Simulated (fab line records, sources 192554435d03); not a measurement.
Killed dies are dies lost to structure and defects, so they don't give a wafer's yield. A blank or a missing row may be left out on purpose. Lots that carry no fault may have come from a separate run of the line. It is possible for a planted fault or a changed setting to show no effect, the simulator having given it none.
Matching of chambers :: flow n5Finfet :: N5_BEOL_M9_STRIP_67 on rieDiel-01: 4 sister chambers
The step strips in CF4. 14 wafers are shown with their chamber, then 7 later ones without.

## WAFERS PAIRED WITH THEIR CHAMBERS
wafer: L075.1
chamber: 3
drypumpMotorCurrentA (A): 5.8
showerheadPlenumPTorr (Torr): 1.78
throttleValvePct (%): 13.82

wafer: L075.4
chamber: 0
drypumpMotorCurrentA (A): 5.3
showerheadPlenumPTorr (Torr): 1.83
throttleValvePct (%): 13.59

wafer: L075.6
chamber: 2
drypumpMotorCurrentA (A): 5.8
showerheadPlenumPTorr (Torr): 1.74
throttleValvePct (%): 13.51

wafer: L076.1
chamber: 0
drypumpMotorCurrentA (A): 5.3
showerheadPlenumPTorr (Torr): 1.83
throttleValvePct (%): 13.59

wafer: L076.3
chamber: 1
drypumpMotorCurrentA (A): 6.4
showerheadPlenumPTorr (Torr): 1.71
throttleValvePct (%): 13.86

wafer: L076.5
chamber: 0
drypumpMotorCurrentA (A): 5.3
showerheadPlenumPTorr (Torr): 1.83
throttleValvePct (%): 13.60

wafer: L086.3
chamber: 0
drypumpMotorCurrentA (A): 5.3
showerheadPlenumPTorr (Torr): 1.82
throttleValvePct (%): 13.63

wafer: L086.5
chamber: 2
drypumpMotorCurrentA (A): 5.9
showerheadPlenumPTorr (Torr): 1.74
throttleValvePct (%): 13.57

wafer: L086.6
chamber: 1
drypumpMotorCurrentA (A): 6.4
showerheadPlenumPTorr (Torr): 1.70
throttleValvePct (%): 13.89

wafer: L092.1
chamber: 0
drypumpMotorCurrentA (A): 5.3
showerheadPlenumPTorr (Torr): 1.82
throttleValvePct (%): 13.67

wafer: L092.2
chamber: 3
drypumpMotorCurrentA (A): 5.7
showerheadPlenumPTorr (Torr): 1.78
throttleValvePct (%): 13.88

wafer: L092.4
chamber: 2
drypumpMotorCurrentA (A): 5.9
showerheadPlenumPTorr (Torr): 1.73
throttleValvePct (%): 13.58

wafer: L094.1
chamber: 2
drypumpMotorCurrentA (A): 5.8
showerheadPlenumPTorr (Torr): 1.73
throttleValvePct (%): 13.61

wafer: L094.3
chamber: 0
drypumpMotorCurrentA (A): 5.3
showerheadPlenumPTorr (Torr): 1.82
throttleValvePct (%): 13.65

SIGNATURES (averages over the wafers above)
reading: drypumpMotorCurrentA
chamber 0: 5.300
chamber 1: 6.400
chamber 2: 5.850
chamber 3: 5.750
scatter within a chamber: 0.0387

reading: showerheadPlenumPTorr
chamber 0: 1.8250
chamber 1: 1.7050
chamber 2: 1.7350
chamber 3: 1.7800
scatter within a chamber: 0.00548

reading: throttleValvePct
chamber 0: 13.6217
chamber 1: 13.8750
chamber 2: 13.5675
chamber 3: 13.8500
scatter within a chamber: 0.0363
Rule: a wafer's distance from a chamber is the root of the sum, over the readings, of the square of ((its reading less the chamber's mean) divided by the reading's scatter). The wafer belongs to the nearest chamber; if the next one is less than 2 further off, it can't be placed. How the scatter is found: for the shown wafers, subtract from each reading the mean of its chamber, square and add these, divide the total by (wafers less chambers), then take the root.

## WAFERS WITH NO CHAMBER GIVEN
wafer: L094.4
drypumpMotorCurrentA (A): 5.3
showerheadPlenumPTorr (Torr): 1.82
throttleValvePct (%): 13.65

wafer: L091.1
drypumpMotorCurrentA (A): 5.3
showerheadPlenumPTorr (Torr): 1.82
throttleValvePct (%): 13.66

wafer: L091.2
drypumpMotorCurrentA (A): 5.9
showerheadPlenumPTorr (Torr): 1.73
throttleValvePct (%): 13.60

wafer: L091.4
drypumpMotorCurrentA (A): 5.7
showerheadPlenumPTorr (Torr): 1.77
throttleValvePct (%): 13.87

wafer: L097.3
drypumpMotorCurrentA (A): 5.9
showerheadPlenumPTorr (Torr): 1.73
throttleValvePct (%): 13.60

wafer: L097.5
drypumpMotorCurrentA (A): 5.7
showerheadPlenumPTorr (Torr): 1.77
throttleValvePct (%): 13.91

wafer: L097.6
drypumpMotorCurrentA (A): 5.3
showerheadPlenumPTorr (Torr): 1.81
throttleValvePct (%): 13.69

## THE CHAMBER EACH PASSED THROUGH
wafer: L094.4
from the rows above: 0
in truth: 0

wafer: L091.1
from the rows above: 0
in truth: 0

wafer: L091.2
from the rows above: 2
in truth: 2

wafer: L091.4
from the rows above: 3
in truth: 3

wafer: L097.3
from the rows above: 2
in truth: 2

wafer: L097.5
from the rows above: 3
in truth: 3

wafer: L097.6
from the rows above: 0
in truth: 0
Placed correctly: 7 of 7. Number that these rows cannot place: 0. 0 placed wrongly.
